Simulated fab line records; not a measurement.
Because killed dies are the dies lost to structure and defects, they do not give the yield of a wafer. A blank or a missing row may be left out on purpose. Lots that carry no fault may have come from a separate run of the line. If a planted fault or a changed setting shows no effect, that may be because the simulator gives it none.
Lot-split experiment    flow n5_finfet    on a route of 1938 steps: 7 lots, 21 wafers read

THE SPLIT ITSELF
At N5_SD_EPI_P_COAT_35 (time 60 s, resist thk 35 nm), the setting spin_rpm was moved away from the recipe's 1500 rpm on 9 of the 21 wafers read, by -8.6% to +8.5%. This setting was run at the recipe's value on the other wafers.

FROM THE SPLIT TO THE READING: what the file shows between them, 7 steps
- N5_SD_EPI_P_PEB_07: peb time 60 s (also split here: peb_time_s)
- N5_SD_EPI_P_DEVELOP_08: develop time 30 s
- N5_SD_EPI_P_CD_MEAS_09: target cd 240 nm
- N5_SD_EPI_P_DESCUM_14: chemistry O2, time 7.9 s
- N5_SD_EPI_P_ETCH_36: etches SiARC in CF4, target depth 45.5 nm, time 75.8 s
- N5_SD_EPI_P_ETCH_37: etches SOC in N2/H2, overetch 108 nm, time 486 s
- N5_SD_EPI_P_STRIP_38: strips in N2/H2

THE READING
SiARC_of_SD_EPI_P_COAT_35.thk_nm (the simulator's own value, which no gauge read), in nm, at N5_SD_EPI_P_ETCHBACK_46 (etches SiNx in CH3F/O2, stops on SiO2, target depth 17.5 nm). The file does not state a usual value for it. Average 15.2 nm, standard deviation 0.19 nm, over the 12 wafers here run with the recipe.

wafer   tool, chamber at the split  spin_rpm as run, rpm  against the recipe  SiARC_of_SD_EPI_P_COAT_35.thk_nm, nm  against lot-mates on the recipe
L081.1  litho_track-03, 0           1500                  recipe              15.4                                  -
L081.2  litho_track-03, 0           1542                  +2.8%               14.8                                  -0.6
L081.6  litho_track-03, 0           1542                  +2.8%               15                                    -0.4
L083.1  litho_track-05, 0           1403                  -6.5%               16                                    +1.2
L083.2  litho_track-05, 0           1403                  -6.5%               16.6                                  +1.8
L083.4  litho_track-05, 0           1500                  recipe              14.8                                  -
L088.1  litho_track-05, 0           1500                  recipe              15.2                                  -
L088.5  litho_track-05, 0           1500                  recipe              15.2                                  -
L088.6  litho_track-05, 0           1500                  recipe              15                                    -
L090.2  litho_track-05, 0           1437                  -4.2%               16.4                                  +1.2
L090.3  litho_track-05, 0           1500                  recipe              15.2                                  -
L090.4  litho_track-05, 0           1500                  recipe              15.2                                  -
L091.2  litho_track-05, 0           1371                  -8.6%               17                                    +1.8
L091.5  litho_track-05, 0           1371                  -8.6%               17                                    +1.8
L091.3  litho_track-05, 0           1500                  recipe              15.2                                  -
L092.3  litho_track-05, 0           1500                  recipe              15.2                                  -
L092.4  litho_track-05, 0           1500                  recipe              15.2                                  -
L092.6  litho_track-05, 0           1500                  recipe              15.6                                  -
L093.2  litho_track-02, 0           1500                  recipe              15                                    -
L093.3  litho_track-02, 0           1628                  +8.5%               13.8                                  -1.2
L093.4  litho_track-02, 0           1628                  +8.5%               13.6                                  -1.4

FIT RESULTS
A straight line over all 21 wafers: SiARC_of_SD_EPI_P_COAT_35.thk_nm changes by -0.187 nm for each +1% of spin_rpm; r = -0.97; the points scatter about the line by 0.23 nm.
The same after taking each lot's own level away (the mean of its wafers on the recipe; 21 wafers): -0.193 nm for each +1%; r = -0.98; scatter 0.2 nm.
The reading moves by 1.7 nm for the largest change in spin_rpm, on that fit.
The span of the lots' own levels, 14.80 to 15.40 nm, comes to 3.1 times the standard deviation stated above.
The two slopes are in agreement: the lot-to-lot level therefore moves the slope only a little.
Check: for one of the wafers moved furthest among these (-8.6%), held out of the fit, the line's prediction against its lot-mates is +1.74 nm. Against them it came out at +1.8 nm.

THE OTHER SPLITS THESE WAFERS WENT THROUGH
Note: prior to the reading, these wafers also went through further splits. Each is held against what the fit with the lots' levels taken away leaves over:
other split on the same wafers  wafers away from the commonest value  r with SiARC_of_SD_EPI_P_COAT_35.thk_nm (lot level and that fit taken away)
N5_SD_EPI_N_PEB_07 peb_temp_c   10                                    +0.02
N5_SD_EPI_P_PEB_07 peb_time_s   10                                    +0.04

THE WHOLE CHAIN: every reading that the file lists as answering this split, in the file's order
step                     what it does                                                 reading                                                                            change (the file's fit)                r (the file's)
N5_SD_EPI_P_COAT_35      time 60 s, resist thk 35 nm                                  SiARC_of_SD_EPI_P_COAT_35.thk_nm (the simulator's own value, which no gauge read)  -0.175 nm for each +1% of the setting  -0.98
N5_SD_EPI_P_ETCH_36      etches SiARC in CF4, target depth 45.5 nm, time 75.8 s       etch.depth_nm (the simulator's own value, which no gauge read)                     -0.179 nm for each +1% of the setting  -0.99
N5_SD_EPI_P_ETCH_37      etches SOC in N2/H2, overetch 108 nm, time 486 s             SiARC_of_SD_EPI_P_COAT_35.thk_nm (the simulator's own value, which no gauge read)  -0.192 nm for each +1% of the setting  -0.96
N5_SD_EPI_P_ETCHBACK_46  etches SiNx in CH3F/O2, stops on SiO2, target depth 17.5 nm  SiARC_of_SD_EPI_P_COAT_35.thk_nm (the simulator's own value, which no gauge read)  -0.2 nm for each +1% of the setting    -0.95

FILE'S OWN FIT
SiARC_of_SD_EPI_P_COAT_35.thk_nm changes by -0.2 nm for each +1% of spin_rpm, r = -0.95.
